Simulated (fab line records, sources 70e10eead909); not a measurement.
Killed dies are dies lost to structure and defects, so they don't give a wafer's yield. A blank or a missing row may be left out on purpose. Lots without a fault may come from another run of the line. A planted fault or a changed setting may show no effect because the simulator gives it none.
Which tool did it? | flow nand_harc | 12 lots, 36 wafers sampled, at 5 steps of a route of 1159

WHAT THE GAUGES READ, wafer by wafer
NHARC_A_CHANNEL_HOLE_D1_CD_MEAS_18. Usual: cd_nm 98.2 nm, standard deviation 2.7.
lot  | measured     | on        | cd_nm (nm)        | flag
L352 | day 7 16:53  | cd_sem-01 | 104.5 100.1 97.4  |
L353 | day 8 16:55  | cd_sem-01 | 98.9 94.9 95.9    |
L355 | day 9 04:05  | cd_sem-02 | 95.8 98.7 103.4   |
L354 | day 9 05:08  | cd_sem-02 | 98.0 98.3 99.7    |
L362 | day 10 23:52 | cd_sem-01 | 96.7 102.1 99.3   |
L365 | day 11 08:12 | cd_sem-01 | 97.4 97.0 99.1    |
L367 | day 11 17:40 | cd_sem-03 | 98.4 98.7 99.8    |
L366 | day 11 17:50 | cd_sem-03 | 99.6 98.8 94.5    |
L370 | day 12 17:34 | cd_sem-01 | 100.6 97.5 101.8  |
L368 | day 12 18:26 | cd_sem-02 | 99.2 94.9 99.2    |
L369 | day 12 19:00 | cd_sem-03 | 100.1 100.3 100.2 |
L375 | day 13 21:19 | cd_sem-02 | 94.7 95.5 94.6    |

NHARC_END_SORT_01. Usual: killed_at_array 28, standard deviation 11; killed_at_other 0.5, standard deviation 0.87; killed_at_periphery 2.9, standard deviation 2.2; killed_dies 32, standard deviation 11; killed_open 3.2, standard deviation 1.9; killed_short 1.8, standard deviation 1.4.
lot  | measured     | on        | killed_at_array | killed_at_other | killed_at_periphery | killed_dies | killed_open | killed_short | flag
L365 | day 21 20:44 | prober-01 | 41 51 46        | 0 0 0           | 3 4 1               | 44 55 47    | 4 6 3       | 3 2 4        |

WHICH TOOL RAN EACH LOT (tool, then ch and the chambers of the sampled wafers, then the start)
lot  | NHARC_A_CHANNEL_HOLE_D1_ETCH_38    | NHARC_A_CHANNEL_HOLE_D1_ETCH_34               | NHARC_A_CHANNEL_HOLE_D1_ETCH_20
L352 | rie_diel-13 ch 0,1,3, day 7 15:52  | rie_diel-13 ch 2,3, day 7 16:53 or earlier    | har_etch-02 ch 0,1, day 7 17:04
L353 | rie_diel-13 ch 0,2,3, day 8 15:53  | rie_diel-13 ch 0,1,3, day 8 16:55 or earlier  | har_etch-02 ch 0,1, day 8 17:05
L355 | rie_diel-13 ch 1,2,3, day 9 03:03  | rie_diel-13 ch 0,1,2, day 9 04:05 or earlier  | har_etch-01 ch 0,1, day 9 04:16
L354 | rie_diel-08 ch 1,2,3, day 9 03:55  | rie_diel-08 ch 1,3, day 9 05:08 or earlier    | har_etch-02 ch 0, day 9 08:28
L362 | rie_diel-08 ch 0,2,3, day 10 22:50 | rie_diel-08 ch 0,2, day 10 23:52 or earlier   | har_etch-02 ch 0,1, day 11 00:08
L365 | rie_diel-13 ch 0,3, day 11 07:10   | rie_diel-13 ch 0,1,2, day 11 08:12 or earlier | har_etch-01 ch 0,1, day 11 08:28
L367 | rie_diel-08 ch 0,1,2, day 11 16:39 | rie_diel-08 ch 1,2,3, day 11 17:40 or earlier | har_etch-01 ch 0,1, day 11 17:52
L366 | rie_diel-13 ch 0,1,2, day 11 16:49 | rie_diel-13 ch 0,1,2, day 11 17:50 or earlier | har_etch-02 ch 0,1, day 11 18:01
L370 | rie_diel-08 ch 0,1, day 12 16:06   | rie_diel-08 ch 0,1,3, day 12 17:34 or earlier | har_etch-02 ch 0,1, day 12 17:51
L368 | rie_diel-11 ch 2,3, day 12 17:24   | rie_diel-11 ch 2,3, day 12 18:26 or earlier   | har_etch-01 ch 0,1, day 12 18:46
L369 | rie_diel-08 ch 0,1, day 12 17:59   | rie_diel-08 ch 1,3, day 12 19:00 or earlier   | har_etch-02 ch 0,1, day 12 21:55
L375 | rie_diel-11 ch 0,2,3, day 13 20:17 | rie_diel-11 ch 0,2,3, day 13 21:19 or earlier | har_etch-02 ch 0,1, day 14 00:13
- NHARC_A_CHANNEL_HOLE_D1_ETCH_38: etches the open film in CF4, target depth 39 nm, time 65 s.
- NHARC_A_CHANNEL_HOLE_D1_ETCH_34: etches the open film in CF4/CHF3, target depth 154 nm, time 77 s.
- NHARC_A_CHANNEL_HOLE_D1_ETCH_20: etches the open film in C4F8/O2/Ar, time 361.9 s, target depth 1600 nm.

WHAT THE TOOLS THEMSELVES READ (means of the sampled wafers that have a number; where no wafer has one, the mark that the record gives instead)
NHARC_A_CHANNEL_HOLE_D1_ETCH_38. Usual: drypump_motor_current_A 5.8 A, standard deviation 0.32; oes_product_au 1.006 a.u., standard deviation 0.013; rf_vpp_V 151.5 V, standard deviation 1.3; run_length_s 86.2 s, standard deviation 0.39; showerhead_plenum_p_Torr 1.79 Torr, standard deviation 0.076; throttle_valve_pct 13.283 %, standard deviation 0.0091.
lot  | tool        | drypump_motor_current_A (A) | oes_product_au (a.u.) | rf_vpp_V (V) | run_length_s (s) | showerhead_plenum_p_Torr (Torr) | throttle_valve_pct (%) | flag
L352 | rie_diel-13 | 5.8                         | 1.009                 | 152.4        | 86.1             | 1.79                            | 13.288                 |
L353 | rie_diel-13 | 5.9                         | 1.012                 | 151.0        | 86.0             | 1.78                            | 13.277                 |
L355 | rie_diel-13 | 5.6                         | 1.012                 | 151.3        | 86.1             | 1.77                            | 13.282                 |
L354 | rie_diel-08 | 6.0                         | 0.995                 | 152.1        | 86.4             | 1.80                            | 13.281                 |
L362 | rie_diel-08 | 5.9                         | 1.001                 | 152.6        | 86.1             | 1.85                            | 13.285                 |
L365 | rie_diel-13 | 5.9                         | 0.999                 | 150.6        | 81.1             | 1.73                            | 13.280                 | OFF
L367 | rie_diel-08 | 5.8                         | 0.998                 | 151.3        | 86.2             | 1.81                            | 13.289                 |
L366 | rie_diel-13 | 5.7                         | 1.028                 | 152.9        | 80.8             | 1.84                            | 13.278                 | OFF
L370 | rie_diel-08 | 5.8                         | 0.999                 | 151.1        | 86.1             | 1.82                            | 13.282                 |
L368 | rie_diel-11 | 5.8                         | 1.014                 | 152.5        | 86.8             | 1.81                            | 13.277                 |
L369 | rie_diel-08 | 6.0                         | 1.003                 | 151.5        | 86.1             | 1.76                            | 13.291                 |
L375 | rie_diel-11 | 5.7                         | 0.999                 | 151.2        | 86.4             | 1.77                            | 13.280                 |

NHARC_A_CHANNEL_HOLE_D1_ETCH_34. Usual: drypump_motor_current_A 5.8 A, standard deviation 0.33; oes_product_au 0.938 a.u., standard deviation 0.022; rf_vpp_V 371.6 V, standard deviation 2.3; run_length_s 98.1 s, standard deviation 0.37; showerhead_plenum_p_Torr 1.60 Torr, standard deviation 0.063; throttle_valve_pct 16.801 %, standard deviation 0.0092.
lot  | tool        | drypump_motor_current_A (A) | oes_product_au (a.u.) | rf_vpp_V (V) | run_length_s (s) | showerhead_plenum_p_Torr (Torr) | throttle_valve_pct (%) | flag
L352 | rie_diel-13 | 5.6                         | 0.935                 | 370.5        | 98.1             | 1.57                            | 16.802                 |
L353 | rie_diel-13 | 5.8                         | 0.932                 | 372.2        | 98.3             | 1.59                            | 16.804                 |
L355 | rie_diel-13 | 5.7                         | 0.943                 | 373.4        | 97.9             | 1.64                            | 16.802                 |
L354 | rie_diel-08 | 6.2                         | 0.954                 | 370.1        | 98.4             | 1.56                            | 16.802                 |
L362 | rie_diel-08 | 5.6                         | 0.931                 | 373.1        | 97.9             | 1.65                            | 16.800                 |
L365 | rie_diel-13 | 5.7                         | 0.940                 | 373.2        | 97.9             | 1.64                            | 16.808                 |
L367 | rie_diel-08 | 6.0                         | 0.927                 | 371.9        | 98.2             | 1.60                            | 16.798                 |
L366 | rie_diel-13 | 5.7                         | 0.934                 | 372.6        | 98.2             | 1.64                            | 16.803                 |
L370 | rie_diel-08 | 6.1                         | 0.927                 | 372.9        | 98.3             | 1.61                            | 16.802                 |
L368 | rie_diel-11 | 5.8                         | 0.929                 | 371.6        | 98.6             | 1.61                            | 16.811                 |
L369 | rie_diel-08 | 6.2                         | 0.922                 | 369.7        | 98.2             | 1.56                            | 16.790                 |
L375 | rie_diel-11 | 5.7                         | 0.980                 | 370.7        | 98.4             | 1.58                            | 16.807                 |

NHARC_A_CHANNEL_HOLE_D1_ETCH_20. Usual: drypump_motor_current_A 5.7 A, standard deviation 0.36; showerhead_plenum_p_Torr 3.76 Torr, standard deviation 0.087; throttle_valve_pct 32.155 %, standard deviation 0.0089.
lot  | tool        | drypump_motor_current_A (A) | showerhead_plenum_p_Torr (Torr) | throttle_valve_pct (%) | flag
L352 | har_etch-02 | 5.5                         | 3.82                            | 32.160                 |
L353 | har_etch-02 | 5.5                         | 3.82                            | 32.162                 |
L355 | har_etch-01 | 5.6                         | 3.77                            | 32.152                 |
L354 | har_etch-02 | 6.0                         | 3.69                            | 32.159                 |
L362 | har_etch-02 | 5.5                         | 3.80                            | 32.155                 |
L365 | har_etch-01 | 5.6                         | 3.76                            | 32.154                 |
L367 | har_etch-01 | 5.8                         | 3.72                            | 32.156                 |
L366 | har_etch-02 | 5.6                         | 3.79                            | 32.159                 |
L370 | har_etch-02 | 5.8                         | 3.73                            | 32.147                 |
L368 | har_etch-01 | 5.8                         | 3.71                            | 32.157                 |
L369 | har_etch-02 | 5.8                         | 3.72                            | 32.162                 |
L375 | har_etch-02 | 5.6                         | 3.78                            | 32.147                 |

THE ANSWER, worked out from the rows above alone
Rule: a lot is off if the mean of its wafers that have a number lies more than 3 standard deviations from the usual mean. A lot without any number at a reading at which 4 lots or more have one is off too. The other lots that the step has rows for count as sound. The gauges are gone through in route order, then the tools' own readings, and for those a lot's mean is taken as printed above. The first step at which some lot is off is used, and at that step the reading that is off furthest; a lot without a number counts as furthest.
Off: L365, L366, at NHARC_A_CHANNEL_HOLE_D1_ETCH_38 (run_length_s).
A tool fits if, at that step or a process step before it, it ran every lot that is off, and no sound lot after the first of them. One fits: rie_diel-13 at NHARC_A_CHANNEL_HOLE_D1_ETCH_38. Its last sound lot is L355 (day 9 03:03), its first lot that is off L365 (day 11 07:10): a fault that began between those two fits.
The tool's own readings at NHARC_A_CHANNEL_HOLE_D1_ETCH_38 bear it out: on the lots that are off they differ by more than 5 times the standard deviation of the sound lots' means. run_length_s reads 80.9 s there against 86.2 s on the sound lots.

WHAT THE SIMULATOR HAD PUT IN
Process parameter drift: rie_diel-13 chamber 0, from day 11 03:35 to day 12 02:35, at NHARC_A_CHANNEL_HOLE_D1_ETCH_38. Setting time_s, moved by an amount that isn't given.
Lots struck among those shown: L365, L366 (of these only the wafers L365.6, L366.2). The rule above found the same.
